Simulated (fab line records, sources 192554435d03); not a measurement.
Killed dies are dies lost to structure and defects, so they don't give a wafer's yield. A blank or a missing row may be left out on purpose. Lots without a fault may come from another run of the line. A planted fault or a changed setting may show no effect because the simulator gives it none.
Problem report in the 8D (eight disciplines) form, filled by code | flow n5_finfet | the parts of the form that need people (team, actions taken, sign-off) are left out

1. THE PROBLEM
rf_fwd_power_W at N5_BEOL_M9_VIA_ETCH_34 reads a mean of 258.9 W on 1 wafer of 1 lot; wafers without a fault read 341.8 W with a standard deviation of 1.4. That is -59 standard deviations from the usual mean.
The step: etches SiCOH lowk in C4F6/O2, target depth 182.4 nm, time 68.4 s.
First seen on wafer L594.6, day 11 16:13, on rie_diel-03. The record holds 32 wafers of 11 lots with a number at this step. Rule for "out", or "out of limits": more than 4 standard deviations from the usual mean. The other wafers with a number count as sound.

2. WHAT IT IS AND WHAT IT IS NOT
question                    | is                                     | is not
which readings at this step | rf_fwd_power_W, oes_f_703_au, rf_vpp_V | drypump_motor_current_A, oes_product_au, showerhead_plenum_p_Torr, throttle_valve_pct
which lots                  | L594                                   | L586, L587, L597, L598, L600, L601, L603, L604, L607, L609
which wafers of those lots  | L594.6                                 | L594.3
read on which tools         | rie_diel-03                            | rie_diel-01, rie_diel-02
when                        | from day 11 16:13                      | up to then (7 sound wafers); but 24 sound wafers of L597, L598, L600, L601, L603, L604, L607, L609 came after

3. SUSPECTS, AND WHAT RULES EACH OUT
Counting: a tool at a process step up to the reading stays a suspect if it ran every lot that is out. Sound lots after the first of them don't rule it out here, since some wafers of a struck lot are sound.
- rie_diel-02 at N5_BEOL_M9_STRIP_67 (strips in CF4): kept. It ran the lot that is out, L594 (day 11 11:34).
- rie_diel-03 at N5_BEOL_M9_VIA_ETCH_34 (etches SiCOH lowk in C4F6/O2, target depth 182.4 nm, time 68.4 s): kept. It ran the lot that is out, L594 (day 11 16:13); its last sound lot up to then is L587 (day 10 05:20). Its own readings are out on those wafers: oes_f_703_au, rf_fwd_power_W, rf_vpp_V.
- Within rie_diel-03 at N5_BEOL_M9_VIA_ETCH_34: the wafers that are out ran in chamber 3; their sound lot-mates ran in chamber 0.
Left after counting: rie_diel-02 at N5_BEOL_M9_STRIP_67, rie_diel-03 at N5_BEOL_M9_VIA_ETCH_34.

4. THE CAUSE (what the simulator had put in)
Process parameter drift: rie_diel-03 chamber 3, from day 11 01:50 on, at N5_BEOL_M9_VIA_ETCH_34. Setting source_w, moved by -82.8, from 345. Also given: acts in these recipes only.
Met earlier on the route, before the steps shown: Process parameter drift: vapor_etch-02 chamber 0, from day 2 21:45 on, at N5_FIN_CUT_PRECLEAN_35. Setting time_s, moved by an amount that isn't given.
Counting left 2 suspects, and this tool is among them.

5. THE CHAIN OF EFFECTS, in route order
Each row: a reading whose mean over the struck wafers that have a number lies more than 3 standard deviations from the usual. Only readings for which the record gives a usual standard deviation are gone through. hours: the time from each lot's start at the first step in this table that gives one to its start at this step, as a median over the lots. sigmas: the change in usual standard deviations.
hours | step                   | reading        | usual     | on struck wafers | change | sigmas
0     | N5_BEOL_M9_VIA_ETCH_34 | oes_f_703_au   | 0.74 a.u. | 0.52             | -0.22  | -4.1
0     | N5_BEOL_M9_VIA_ETCH_34 | oes_o_777_au   | 0.74 a.u. | 0.54             | -0.20  | -3.7
0     | N5_BEOL_M9_VIA_ETCH_34 | rf_fwd_power_W | 341.8 W   | 258.9            | -82.9  | -59
0     | N5_BEOL_M9_VIA_ETCH_34 | rf_vpp_V       | 663 V     | 785              | +122   | +9.4
The process steps in it:
- N5_BEOL_M9_VIA_ETCH_34: etches SiCOH lowk in C4F6/O2, target depth 182.4 nm, time 68.4 s.

6. WHAT WOULD HAVE CAUGHT IT SOONER
In this record the first reading out of limits was taken at day 11 16:13, 14 hours after the fault began at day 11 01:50.
